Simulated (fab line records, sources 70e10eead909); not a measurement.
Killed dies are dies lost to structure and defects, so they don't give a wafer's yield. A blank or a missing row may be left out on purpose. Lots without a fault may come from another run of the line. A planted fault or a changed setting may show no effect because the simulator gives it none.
Tool commonality check | flow nand_harc | 10 lots, 30 wafers sampled

WHY IT WAS OPENED
At NHARC_A_CHANNEL_HOLE_D2_INSPECT_40 the reading raw_defect_count is flagged on 2 of 10 lots. Wafers without a fault read 261, standard deviation 81.
Rule: a lot is flagged when every wafer of it that has a number lies more than 4 standard deviations from that mean, or none has a number. The other lots count as sound.

lot  | measured     | on                | raw_defect_count, wafer by wafer | flag
L360 | day 13 20:41 | defect_inspect-01 | 246 291 328                      |
L362 | day 14 14:57 | defect_inspect-02 | 233 213 146                      |
L361 | day 14 19:07 | defect_inspect-01 | 517 211 330                      |
L364 | day 16 05:00 | defect_inspect-01 | 252 253 275                      |
L366 | day 17 03:34 | defect_inspect-02 | 149 332 232                      |
L372 | day 19 14:20 | defect_inspect-01 | 1207 1310 1063                   | FLAGGED
L374 | day 19 18:21 | defect_inspect-02 | 954 983 872                      | FLAGGED
L377 | day 21 11:45 | defect_inspect-02 | 173 217 211                      |
L380 | day 22 07:50 | defect_inspect-02 | 375 247 316                      |
L381 | day 23 08:24 | defect_inspect-01 | 203 272 146                      |
The numbers of the flagged lots are 1065 on average: +804 against the usual, or +10 standard deviations.

WHICH TOOL RAN EACH LOT
The record holds 2 process steps before the reading, out of a route of 1302 steps. In each cell: the tool, then ch and the chambers that the sampled wafers went through, then the start.
lot  | flag    | NHARC_A_CHANNEL_HOLE_D2_ETCH_39    | NHARC_A_CHANNEL_HOLE_D2_ETCH_44
L360 |         | rie_diel-13 ch 0,2, day 13 13:59   | rie_diel-13 ch 0,1,2, day 13 19:43
L362 |         | rie_diel-13 ch 0,1, day 14 08:14   | rie_diel-13 ch 0,2,3, day 14 13:59
L361 |         | rie_diel-03 ch 0,1,2, day 14 08:26 | rie_diel-13 ch 0,1,2, day 14 18:08
L364 |         | rie_diel-04 ch 0,2, day 15 16:24   | rie_diel-13 ch 0,1,2, day 16 04:01
L366 |         | rie_diel-13 ch 0,1,3, day 16 17:05 | rie_diel-13 ch 0,2,3, day 17 02:37
L372 | FLAGGED | rie_diel-13 ch 0,2, day 19 07:30   | rie_diel-03 ch 0,1,2, day 19 13:14
L374 | FLAGGED | rie_diel-13 ch 0,1,3, day 19 09:49 | rie_diel-04 ch 2,3, day 19 17:22
L377 |         | rie_diel-03 ch 1,2,3, day 21 02:26 | rie_diel-04 ch 0,1,2, day 21 10:46
L380 |         | rie_diel-04 ch 0,2, day 22 01:08   | rie_diel-13 ch 0,2, day 22 06:52
L381 |         | rie_diel-13 ch 1,2,3, day 23 01:41 | rie_diel-13 ch 1,2,3, day 23 07:25
What these steps do:
- NHARC_A_CHANNEL_HOLE_D2_ETCH_39: etches the open film in N2/H2, target depth 260 nm, time 325 s.
- NHARC_A_CHANNEL_HOLE_D2_ETCH_44: etches the open film in CF4/O2, target depth 140 nm, overetch 14 nm, time 77 s.
- NHARC_A_CHANNEL_HOLE_D2_INSPECT_40

FLAGGED OVER TOTAL, TOOL BY TOOL (the gauges that took the reading come last)
step                               | tool              | lots run | flagged | share of the flagged lots | sound lots run after its first flagged lot
NHARC_A_CHANNEL_HOLE_D2_ETCH_39    | rie_diel-03       | 2        | 0       | none                      | -
NHARC_A_CHANNEL_HOLE_D2_ETCH_39    | rie_diel-04       | 2        | 0       | none                      | -
NHARC_A_CHANNEL_HOLE_D2_ETCH_39    | rie_diel-13       | 6        | 2       | all                       | 1 (L381)
NHARC_A_CHANNEL_HOLE_D2_ETCH_44    | rie_diel-03       | 1        | 1       | some                      | 0
NHARC_A_CHANNEL_HOLE_D2_ETCH_44    | rie_diel-04       | 2        | 1       | some                      | 1 (L377)
NHARC_A_CHANNEL_HOLE_D2_ETCH_44    | rie_diel-13       | 7        | 0       | none                      | -
NHARC_A_CHANNEL_HOLE_D2_INSPECT_40 | defect_inspect-01 | 5        | 1       | some                      | 1 (L381)
NHARC_A_CHANNEL_HOLE_D2_INSPECT_40 | defect_inspect-02 | 5        | 1       | some                      | 2 (L377,L380)

WHAT THE TABLE ALLOWS
1 row of the table ran every flagged lot: rie_diel-13 at NHARC_A_CHANNEL_HOLE_D2_ETCH_39.
- rie_diel-13 at NHARC_A_CHANNEL_HOLE_D2_ETCH_39: 2 of its 6 lots flagged. Sound lots ran on it after the first flagged one (L381), which a lasting fault on the whole tool wouldn't allow.
No row of the table ran every flagged lot and no sound lot after the first.

WHAT THE SIMULATOR HAD PUT IN
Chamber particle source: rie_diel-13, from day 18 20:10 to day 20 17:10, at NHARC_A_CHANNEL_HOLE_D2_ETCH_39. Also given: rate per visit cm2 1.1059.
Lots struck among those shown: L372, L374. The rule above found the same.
